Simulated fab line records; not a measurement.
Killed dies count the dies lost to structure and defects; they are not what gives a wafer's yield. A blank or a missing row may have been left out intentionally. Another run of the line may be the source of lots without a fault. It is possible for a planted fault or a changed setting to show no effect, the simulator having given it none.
Matching of chambers    flow nand harc    cmp-01 running NHARC_P_M0_CMP_23: 4 sister chambers
The step polishes, t overpolish 20 s, target thk 117.54 nm. 18 wafers are shown with their chamber, then 9 later ones without.

WAFERS WITH THEIR CHAMBER
wafer   chamber  motor current A (A)  time to endpoint s (s)
L076.2  0        12.2                 25
L076.5  3        15.0                 33
L076.6  0        11.8                 29
L080.1  1        11.4                 27
L080.3  0        11.8                 25
L080.5  3        15.7                 32
L084.1  1        11.6                 28
L084.3  0        11.6                 25
L084.6  2        12.0                 24
L085.1  0        11.4                 23
L085.2  3        14.6                 30
L085.4  2        12.0                 24
L087.1  0        11.7                 21
L087.4  2        11.6                 20
L087.6  0        11.4                 21
L093.2  1        11.2                 26
L093.3  0        11.7                 23
L093.6  1        11.6                 26

SIGNATURES, as means of the wafers listed above
reading             chamber 0  chamber 1  chamber 2  chamber 3  scatter within a chamber
motor current A     11.700     11.450     11.867     15.100     0.304
time to endpoint s  24.00      26.75      22.67      31.67      2.17
Rule: a wafer's distance from a chamber is the root of the sum, over the readings, of the square of ((its reading less the chamber's mean) divided by the reading's scatter). If the next closest chamber is less than 2 further off than the closest, the wafer can't be placed; otherwise it belongs to the closest. How the scatter is found: for the shown wafers, subtract from each reading the mean of its chamber, square and add these, divide the total by (wafers less chambers), then take the root.

WAFERS MISSING THEIR CHAMBER
wafer   motor current A (A)  time to endpoint s (s)
L095.3  11.3                 26
L095.5  11.8                 24
L095.6  10.6                 29
L096.2  11.4                 28
L096.3  11.6                 25
L096.4  11.9                 27
L097.1  12.4                 24
L097.2  11.2                 24
L097.5  15.2                 29

WHICH CHAMBER EACH WENT THROUGH
wafer   from the rows above           in truth
L095.3  can't be placed: 1 or 0 or 2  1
L095.5  can't be placed: 0 or 2 or 1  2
L095.6  can't be placed: 1 or 0       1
L096.2  can't be placed: 1 or 0       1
L096.3  can't be placed: 0 or 1 or 2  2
L096.4  can't be placed: 1 or 0 or 2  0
L097.1  can't be placed: 2 or 0 or 1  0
L097.2  can't be placed: 1 or 0 or 2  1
L097.5  3                             3
Placed correctly: 1 of 9. From these rows, 8 cannot be placed; in 8 the true chamber is one of the candidates. Placed wrongly: 0.
